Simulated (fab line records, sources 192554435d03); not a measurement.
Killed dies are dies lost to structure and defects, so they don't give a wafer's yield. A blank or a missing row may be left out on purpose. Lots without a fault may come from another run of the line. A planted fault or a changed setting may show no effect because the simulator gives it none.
Split-lot experiment | flow n5_finfet | 7 lots, 21 wafers read, on a route of 1938 steps

THE SPLIT
At N5_BEOL_M0_SAQP_ETCH_107 (etches SiNx in CH3F/O2, target depth 30 nm), the setting bias_w was moved away from the recipe's 73 W on 6 of the 21 wafers read, by -14.9% to +17.7%. The other wafers ran this setting at the recipe's value.

The reading is taken at the split's own step.

THE READING
rf_vpp_V, in V, at N5_BEOL_M0_SAQP_ETCH_107 (etches SiNx in CH3F/O2, target depth 30 nm). Fault-free wafers of this fab line usually give 296 V, standard deviation 4.3 V.

wafer  | tool, chamber at the split | bias_w as run, W | against the recipe | rf_vpp_V, V | against lot-mates on the recipe
L083.2 | rie_diel-02, 0             | 73               | recipe             | 302         | -
L083.3 | rie_diel-02, 1             | 73               | recipe             | 298         | -
L083.4 | rie_diel-02, 3             | 73               | recipe             | 295         | -
L086.2 | rie_diel-02, 0             | 73               | recipe             | 302         | -
L086.3 | rie_diel-02, 1             | 73               | recipe             | 298         | -
L086.6 | rie_diel-02, 3             | 73               | recipe             | 295         | -
L088.2 | rie_diel-04, 0             | 73               | recipe             | 300         | -
L088.3 | rie_diel-04, 1             | 85.89            | +17.7%             | 345         | +45
L088.6 | rie_diel-04, 2             | 85.89            | +17.7%             | 336         | +36
L090.4 | rie_diel-04, 1             | 73               | recipe             | 303         | -
L090.5 | rie_diel-04, 3             | 73               | recipe             | 300         | -
L090.6 | rie_diel-04, 2             | 73               | recipe             | 295         | -
L092.2 | rie_diel-05, 1             | 77.72            | +6.5%              | 303         | +8
L092.3 | rie_diel-05, 0             | 73               | recipe             | 298         | -
L092.5 | rie_diel-05, 3             | 73               | recipe             | 293         | -
L094.1 | rie_diel-02, 3             | 73               | recipe             | 293         | -
L094.2 | rie_diel-02, 1             | 73               | recipe             | 298         | -
L094.3 | rie_diel-02, 2             | 62.09            | -14.9%             | 261         | -34
L096.3 | rie_diel-02, 0             | 64.97            | -11.0%             | 274         | -24
L096.4 | rie_diel-02, 1             | 73               | recipe             | 298         | -
L096.5 | rie_diel-02, 1             | 64.97            | -11.0%             | 269         | -29

THE FIT
A straight line over all 21 wafers: rf_vpp_V changes by +2.36 V for each +1% of bias_w; r = +0.98; the points scatter about the line by 4 V.
The same after taking each lot's own level away (the mean of its wafers on the recipe; 21 wafers): +2.28 V for each +1%; r = +0.98; scatter 3.3 V.
On that fit, the largest move of bias_w shifts the reading by 40 V.
The lots' own levels span 295.5 to 300.0 V, that is 1.0 times the standard deviation above.
So the lot-to-lot level changes the slope little: the two slopes agree.
Check: with one of the wafers moved furthest among these (+17.7%) left out of the fit, the line predicts +37.4 V for it against its lot-mates. It came out at +45 V against them.
Tool readings at the split's step, against how far the setting was moved: rf_vpp_V r = +0.98.

OTHER SPLITS ON THESE WAFERS
These wafers also went through other splits before the reading. Each is held against what the fit with the lots' levels taken away leaves over:
other split on the same wafers       | wafers away from the commonest value | r with rf_vpp_V (lot level and that fit taken away)
N5_SD_EPI_N_PRECLEAN_49 time_s       | 9                                    | +0.04
N5_HKMG_FIN_PEB_10 peb_time_s        | 10                                   | -0.28
N5_GATE_CUT_DESCUM_18 time_s         | 5                                    | +0.34
N5_GATE_CUT_ETCH_36 cf4_flow_sccm    | 8                                    | +0.24
N5_MOL_CONTACT_COAG_ETCH_105 bias_w  | 6                                    | +0.23
N5_MOL_CONTACT_COAG_COAT_62 spin_rpm | 5                                    | -0.06
N5_MOL_CONTACT_COAG_COAT_63 spin_rpm | 7                                    | -0.03

THE FILE'S OWN FIT
rf_vpp_V changes by +2.23 V for each +1% of bias_w, r = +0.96.
